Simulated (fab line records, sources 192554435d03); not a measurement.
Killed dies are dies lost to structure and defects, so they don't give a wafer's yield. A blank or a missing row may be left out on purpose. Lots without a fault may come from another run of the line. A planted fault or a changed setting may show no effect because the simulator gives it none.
fab line records | flow n5_finfet
record lots=11 wafers=31 last_day=17
route steps=1938 shown SD_ACTIVATION@332 ILD0@338 SDB@360 PASSIVATION@1936
lots that met no fault: from a run of the same line without faults
start_h: hours from the record's first day to the start of the lot's first wafer shown | wait_h: hours since the lot's step before | " the same as in the row above | L1.1+2: a row that stands for several wafers | - no value, or no start given | * or withheld: withheld | < > ~ a bound
route shown NAME@n: a module of which the file shows steps, and the number in the route of the first | usual: mean/standard deviation of fault-free wafers | same: alike in all rows | chamber/n: place in a boat | sites: the reading at each site | _std_site: their standard deviation | _edge_site: outer sites' mean less inner sites' | radius_mm: how far each site lies from the wafer's centre | mask NAME#n: copy n | behind: the tool/chamber that last shaped the wafer | hold: why the lot was held/for how many hours/how that ended | device: the transistor (n, p or np) that didn't switch | end of line: the same wafers' tests at the end of the route | a step without rows: its recipe alone | killed: dies lost to structure and defects at the first sort, not the wafer's yield | map: a wafer's dies, x killed, . not, _ none there
set.NAME: the setting as run; set.NAME@STEP: as run at that earlier step | model.NAME: the simulator's own value behind a step, which no gauge read
steps of the route over a sample of lots; a table a step, a row a wafer
services: from which hour (start_h, from the record's first day; less than 0 if before it) a tool's chamber was out of use, for how many hours, and why
## steps
# step N5_SD_ACTIVATION_RS_MEAS_03
# recipe thk_meas_gauge=four-point-probe
# usual RS_SD_N=22.0/0.31 RS_SD_P=56.2/1.2
# columns lot.wafer tool chamber start_h wait_h RS_SD_N[ohm/sq] RS_SD_P[ohm/sq]
L849.1 film_metro-01 - 67.48 0.2 22.0 56.8
L849.2 " - " " 22.0 56.6
L849.5 " - " " 22.3 55.8
L850.2 film_metro-01 - 74.62 0.2 22.1 58.1
L850.4 " - " " 22.1 58.1
L850.5 " - " " 22.0 58.5
L851.3 film_metro-02 - 76.72 0.2 21.5 55.4
L851.5 " - " " 21.7 54.7
L851.6 " - " " 21.6 54.7
L853.1 film_metro-02 - 86.88 0.2 21.6 57.0
L853.3 " - " " 21.6 57.6
L853.5 " - " " 22.0 57.3
L854.2 film_metro-01 - 100.74 0.2 21.7 56.9
L854.5 " - " " 22.2 56.4
L854.6 " - " " 21.9 56.0
L855.1 film_metro-01 - 101.43 0.2 22.3 56.3
L855.2 " - " " 22.4 56.9
L855.3 " - " " 22.4 57.3
L858.1 film_metro-02 - 119.16 0.2 21.7 57.1
L858.3 " - " " 21.8 57.1
L858.6 " - " " 21.9 57.6
L857.2 film_metro-02 - 120.39 0.2 22.1 57.1
L857.5 " - " " 22.0 57.6
L857.6 " - " " 22.1 57.4
L863.1 film_metro-01 - 151.18 0.2 21.1 54.2
L867.1 film_metro-02 - 171.92 0.2 21.8 55.2
L867.4 " - " " 21.4 54.9
L867.6 " - " " 21.2 55.0
L870.1 film_metro-02 - 189.49 0.2 22.0 58.2
L870.3 " - " " 22.0 56.4
L870.4 " - " " 21.8 57.5
# step N5_ILD0_CMP_03
# recipe stop_on=SiNx t_overpolish_s=1.9 post_cmp_clean=alkaline_brush down_force_psi=4.1491 platen_rpm=51.796 pad_velocity_m_s=1.0306 target_thk_nm=197.38
# usual edge_zone_pressure_frac=1.000/0.005 motor_current_A=12.9/1.7 overpolish_run_s=1.900/0.0088 slurry_filter_dp_kPa=13.51/0.13 time_to_endpoint_s=71.0/2.4
# columns lot.wafer tool chamber start_h wait_h edge_zone_pressure_frac motor_current_A overpolish_run_s slurry_filter_dp_kPa time_to_endpoint_s
L849.1 cmp-01 1 70.42 0.0 1.008 13.0 1.886 13.62 70.7
L849.2 " 3 " " 0.998 16.0 1.903 13.50 72.8
L849.5 " 2 " " 1.001 9.8 1.907 13.43 74.2
L850.2 cmp-03 1 77.33 0.0 1.008 13.1 1.908 13.58 68.3
L850.4 " 3 " " 0.997 13.9 1.900 13.63 70.6
L850.5 " 1 " " 1.008 12.7 1.903 13.46 68.2
L851.3 cmp-01 3 79.86 0.2 1.010 15.9 1.886 13.63 72.9
L851.6 " 1 " " 0.997 13.1 1.897 13.49 72.5
L851.5 " 2 " " 1.004 10.1 1.889 13.42 76.6
L853.1 cmp-01 1 90.90 0.0 1.000 13.8 1.906 13.57 71.7
L853.3 " 0 " " 1.001 13.8 1.902 13.43 72.1
L853.5 " 1 " " 1.009 13.5 1.898 13.27 69.7
L854.2 cmp-01 0 103.65 0.2 0.996 14.1 1.911 13.64 69.3
L854.6 " 2 " " 0.996 10.2 1.904 13.91 70.4
L854.5 " 3 " " 1.000 16.0 1.895 13.75 68.9
L855.2 cmp-03 3 104.49 0.0 1.010 13.1 1.890 13.37 69.7
L855.3 " 0 " " 1.001 11.2 1.886 13.67 71.2
L855.1 " 1 " " 1.002 12.9 1.882 13.69 71.3
L858.3 cmp-01 0 121.95 0.1 0.995 14.1 1.896 13.58 67.0
L858.1 " 1 " " 1.000 12.7 1.909 13.47 67.0
L858.6 " 2 " " 0.998 10.2 1.903 13.37 66.9
L857.2 cmp-02 1 123.14 0.1 0.998 13.6 1.906 13.59 67.4
L857.5 " 0 " " 1.003 11.7 1.906 13.65 70.9
L857.6 " 1 " " 0.995 13.9 1.900 13.40 64.2
L863.1 cmp-02 3 153.94 0.1 1.000 11.4 1.890 13.58 69.9
L867.4 cmp-01 2 175.04 0.1 1.000 10.0 1.899 13.83 72.2
L867.1 " 3 " " 0.999 16.9 1.913 13.51 69.7
L867.6 " 2 " " 0.996 10.2 1.907 13.29 71.1
L870.3 cmp-03 1 192.27 0.1 1.002 13.2 1.897 13.33 69.9
L870.1 " 2 " " 0.995 14.6 1.901 13.44 73.4
L870.4 " 3 " " 0.996 13.3 1.908 13.43 72.3
# step N5_ILD0_ALD_15
# recipe material=SiNx target_thk_a=240 temp_c=400 ald_precursor_family=SiH2I2 ald_co_reactant=N2/H2-plasma pulse_time_s=1 ald_cycles=480 purge_time_s=2 co_reactant_purge_time_s=2 pressure_torr=2
# usual heater_power_outer_w=477/53 heater_power_w=772/71 precursor_pulse_height_rel=1.002/0.018
# same purge_time_s=2
# columns lot.wafer tool chamber start_h wait_h heater_power_outer_w heater_power_w precursor_pulse_height_rel
L849.1 ald_sin-04 3 71.97 0.8 434 718 1.001
L849.2 " 0 " " 462 836 1.005
L849.5 " 3 74.14 2.3 452 706 0.992
L850.2 ald_sin-01 2 78.72 0.5 482 774 1.001
L850.4 " 3 " " 594 889 0.994
L850.5 " 2 79.80 1.3 496 777 1.001
L851.3 ald_sin-03 3 81.12 0.4 551 859 0.974
L851.5 " 1 82.21 1.2 385 658 1.009
L851.6 " 0 " " 480 707 1.038
L853.1 ald_sin-04 0 92.37 0.7 460 811 1.013
L853.3 " 3 " " 450 718 1.022
L853.5 " 2 93.45 1.3 495 784 1.012
L854.2 ald_sin-03 2 104.96 0.5 493 766 0.980
L854.5 " 3 106.04 1.3 539 898 1.037
L854.6 " 0 " " 474 714 0.978
L855.1 ald_sin-04 0 105.82 0.6 475 828 1.000
L855.2 " 3 " " 450 717 1.006
L855.3 " 1 " " 466 728 0.969
L858.1 ald_sin-01 3 123.21 0.6 591 922 1.010
L858.3 " 2 " " 500 761 0.986
L858.6 " 1 124.30 1.1 428 717 1.024
L857.2 ald_sin-04 1 125.09 1.1 468 728 1.032
L857.5 " 1 126.17 1.9 453 726 1.014
L857.6 " 2 " " 491 816 0.997
L863.1 ald_sin-01 1 155.53 0.9 418 735 1.017
L867.1 ald_sin-03 0 176.67 0.9 487 716 0.984
L867.4 " 3 " " 530 871 0.985
L867.6 " 2 177.75 1.4 476 769 0.989
L870.1 ald_sin-03 0 193.57 0.6 478 740 1.034
L870.3 " 2 " " 504 795 0.997
L870.4 " 3 " " 538 882 0.965
# step N5_SDB_ETCH_17
# recipe chemistry=CF4 target=SiARC target_depth_a=234 mask_material=CAR-ArF time_s=39 ion_energy_ev=80 pressure_mtorr=40 source_w=545 bias_w=36 Ar_flow_sccm=100 cf4_flow_sccm=100 ends=cleared
# usual cf4_flow_sccm=99.95/0.26 drypump_motor_current_A=5.8/0.45 etch_rf_on_time_s=38.8/0.42 oes_product_au=0.67/0.061 rf_vpp_V=184.3/1.4 showerhead_plenum_p_Torr=2.17/0.083 throttle_valve_pct=15.62/0.23
# columns lot.wafer tool chamber start_h wait_h cf4_flow_sccm drypump_motor_current_A etch_rf_on_time_s oes_product_au rf_hours_counter_h rf_vpp_V showerhead_plenum_p_Torr throttle_valve_pct
L849.1 rie_diel-02 2 76.06 0.0 99.52 6.1 37.9 0.71 71 185.7 2.26 15.39
L849.2 " 3 " " 100.14 5.9 38.8 0.68 98 183.9 2.08 15.40
L849.5 " 0 " " 100.22 5.5 38.9 0.60 - 181.5 2.03 15.61
L850.2 rie_diel-02 2 82.25 0.0 100.15 6.1 38.0 0.71 72 186.5 2.26 15.39
L850.4 " 0 " " 100.18 5.5 39.3 0.60 223 182.2 2.03 15.62
L850.5 " 0 " " 100.13 5.5 39.2 0.60 - 181.8 2.03 15.61
L851.3 rie_diel-01 1 84.25 0.0 100.68 5.6 38.9 0.79 16 185.8 2.27 15.32
L851.5 " 3 " " 100.38 6.2 38.7 0.69 - 185.9 2.25 15.55
L851.6 " 2 " " 100.01 5.0 39.3 0.61 - 185.8 2.21 15.95
L853.1 rie_diel-01 1 95.51 0.0 100.18 5.6 37.9 0.79 21 186.5 2.27 15.33
L853.3 " 2 " " 100.20 5.0 38.6 0.62 207 184.0 2.21 15.95
L853.5 " 3 " " 99.92 6.2 38.3 0.69 - 185.7 2.24 15.56
L854.2 rie_diel-01 3 108.09 0.0 99.65 6.2 38.8 0.68 105 185.0 2.24 15.56
L854.5 " 0 " " 99.72 5.7 39.1 0.66 - 181.7 2.06 15.80
L854.6 " 1 " " 99.83 5.6 38.5 0.77 - 185.9 2.27 15.34
L855.1 rie_diel-02 0 108.96 0.0 99.91 5.5 39.2 0.60 228 182.3 2.03 15.63
L855.2 " 2 " " 99.64 6.1 38.6 0.69 83 185.9 2.25 15.41
L855.3 " 1 " " 100.17 6.5 38.5 0.62 194 185.2 2.20 15.66
L858.1 rie_diel-06 3 126.37 0.0 100.12 6.4 38.9 0.67 114 184.0 2.16 15.82
L858.3 " 2 " " 100.54 5.4 37.8 0.65 157 185.1 2.22 15.92
L858.6 " 3 " " 99.94 6.4 38.7 0.67 - 182.5 2.16 15.83
L857.2 rie_diel-01 1 128.22 0.0 99.60 5.6 38.4 0.76 31 185.9 2.27 15.33
L857.5 " 0 " " 99.88 5.7 39.4 0.65 - 183.3 2.06 15.83
L857.6 " 1 " " 100.07 5.6 38.7 0.76 - 184.8 2.27 15.33
L863.1 rie_diel-01 3 158.67 0.0 69.89 6.2 40.4 0.66 120 185.5 2.01 14.34
L867.1 rie_diel-01 1 179.69 0.0 100.02 5.6 39.0 0.73 53 183.4 2.26 15.39
L867.4 " 3 " " 70.28 6.2 40.5 0.64 129 185.4 2.01 14.36
L867.6 " 1 " " 99.86 5.6 38.8 0.72 - 186.6 2.26 15.39
L870.1 rie_diel-02 2 197.26 0.0 99.78 6.1 38.4 0.67 118 186.3 2.24 15.48
L870.3 " 0 " " 99.94 5.5 37.9 0.84 4 186.0 2.27 15.18
L870.4 " 0 " " 99.90 5.5 38.1 0.82 - 186.3 2.27 15.18
# step N5_PASSIVATION_PROBE_49
# usual defect_limited_yield=91.2/1.4 killed_at_M0_to_M3=34/9.4 killed_at_M4_up=13/5.8 killed_at_contacts=13/6.4 killed_at_front_end=41/11 killed_at_other=3.1/2.3 killed_dies=103/16 killed_open=69/12 killed_short=33/7.8 sort_bin_5_function=5.1/0.91 sort_bin_6_memory=3.3/0.63 sort_n_pass=1077/16 sort_yield_pct=91.2/1.4
# same gross_dies=1180 killed_at_back_side=0 sort_bin_4_leakage[%]=0 sort_bin_8_speed[%]=0
# columns lot.wafer tool chamber start_h wait_h defect_limited_yield[%] killed_at_M0_to_M3 killed_at_M4_up killed_at_contacts killed_at_front_end killed_at_other killed_dies killed_open killed_short sort_bin_5_function[%] sort_bin_6_memory[%] sort_n_pass sort_yield_pct[%]
L857.2 prober-01 - 331.21 0.1 90.9 40 20 11 33 3 107 66 39 4.9 3.8 1073 90.9
L857.5 prober-01 - 331.36 0.2 92.5 54 5 8 18 3 88 46 41 4.7 2.2 1092 92.5
L857.6 prober-01 - 331.41 0.3 90.9 45 16 8 35 3 107 65 37 5.3 3.3 1073 90.9
L870.1 prober-01 - 400.81 0.0 91.4 31 12 19 39 0 101 68 32 4.6 3.6 1079 91.4
L870.3 prober-01 - 400.91 0.1 91.9 12 18 12 46 7 95 70 25 4.5 3.2 1085 91.9
L870.4 prober-01 - 400.96 0.2 93.1 19 10 12 39 1 81 57 22 4.1 2.6 1099 93.1
# killed by level:class
L857.2 BEOL_M0_SAQP:geometric_particle:open=10 BEOL_M4:geometric_particle:open=10 BEOL_M0_SAQP:geometric_particle:short=8 MOL_CONTACT_COAG:geometric_particle:open=8 BEOL_M1:geometric_particle:open=8 FIN_SAQP:geometric_particle:short=5 BEOL_M0:geometric_particle:open=5 DUMMY_GATE:geometric_particle:short=4
L857.5 BEOL_M0_SAQP:geometric_particle:short=23 BEOL_M0_SAQP:geometric_particle:open=14 BEOL_M2:geometric_particle:open=8 FIN_SAQP:geometric_particle:short=7 MOL_CONTACT_COAG:geometric_particle:open=6 BEOL_M0:geometric_particle:open=4 BEOL_M6:geometric_particle:open=3 FIN_SAQP:geometric_particle:open=2
L857.6 BEOL_M0_SAQP:geometric_particle:short=13 BEOL_M2:geometric_particle:open=9 BEOL_M0_SAQP:geometric_particle:open=9 FIN_SAQP:geometric_particle:short=7 STI_FIN_REVEAL:geometric_particle:open=7 GATE_CUT:geometric_particle:short=7 MOL_CONTACT_COAG:geometric_particle:open=7 FIN_SAQP:geometric_particle:open=4
L870.1 MOL_CONTACT_COAG:geometric_particle:open=14 FIN_SAQP:geometric_particle:open=11 BEOL_M4:geometric_particle:open=10 FIN_SAQP:geometric_particle:short=9 STI_FIN_REVEAL:geometric_particle:open=8 BEOL_M2:geometric_particle:open=8 BEOL_M0_SAQP:geometric_particle:open=6 BEOL_M3:geometric_particle:open=6
L870.3 FIN_SAQP:geometric_particle:open=21 BEOL_M4:geometric_particle:open=11 MOL_CONTACT_COAG:geometric_particle:open=9 GATE_CUT:geometric_particle:short=6 BEOL_M0_SAQP:geometric_particle:open=6 STI_FIN_REVEAL:geometric_particle:open=5 FIN_SAQP:geometric_particle:short=4 DUMMY_GATE:geometric_particle:open=3
L870.4 MOL_CONTACT_COAG:geometric_particle:open=10 FIN_SAQP:geometric_particle:open=9 STI_FIN_REVEAL:geometric_particle:open=7 BEOL_M4:geometric_particle:open=7 FIN_SAQP:geometric_particle:short=6 BEOL_M1:geometric_particle:open=5 STARTING-WAFER:geometric_particle:short=5 BEOL_M2:geometric_particle:open=4
## services
# columns tool chamber start_h hours kind
ald_sin-04 1 56.92 36.9 repair
rie_diel-06 - 57.20 3.8 repair
ald_sin-04 2 61.59 15.3 repair
rie_diel-01 1 64.71 3.8 repair
cmp-03 - 72.45 0.3 repair
cmp-01 - 84.26 1.0 repair
ald_sin-01 - 85.31 14.0 pm
cmp-03 - 94.83 0.4 repair
ald_sin-01 - 99.31 2.8 pm
ald_sin-04 - 104.09 1.6 repair
cmp-01 - 115.10 4.0 pm
cmp-02 - 117.19 3.8 repair
cmp-01 - 119.10 - consumable_replace:conditioner
cmp-01 - 119.10 - consumable_replace:pad
cmp-01 - 132.38 17.3 repair
ald_sin-04 - 134.13 3.2 repair
rie_diel-06 - 152.14 4.3 pm
ald_sin-03 - 153.63 2.8 pm
rie_diel-02 - 161.27 0.4 repair
rie_diel-02 0 168.03 - clean
cmp-02 - 172.36 4.9 pm
rie_diel-01 2 185.30 17.7 repair
cmp-02 - 194.36 2.7 repair
rie_diel-02 1 195.81 5.5 repair
## key
first_sign step=N5_SDB_ETCH_17 reading=cf4_flow_sccm direction=down sigmas=99+ usual=99.95 struck=70.08
effect step=N5_SDB_ETCH_17 reading=throttle_valve_pct direction=down sigmas=5.6 usual=* struck=*
met_at N5_SDB_ETCH_17
struck_lots L863,L867
struck_wafers L863.1,L867.4
rows_end L863.1
not_acting_at N5_SD_ACTIVATION_RS_MEAS_03,N5_ILD0_CMP_03,N5_ILD0_ALD_15
onset_between 108.09 158.67
fault kind=process_parameter_drift tool=rie_diel-01 chamber=3 onset_h=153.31 steps=N5_SDB_ETCH_17 channel=cf4_flow_sccm offset=-30 shape=step end_h=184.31 acts_in=these_recipes_only stated=100
# rows_end: these wafers met a further fault down the route, and their rows from its step on are left out
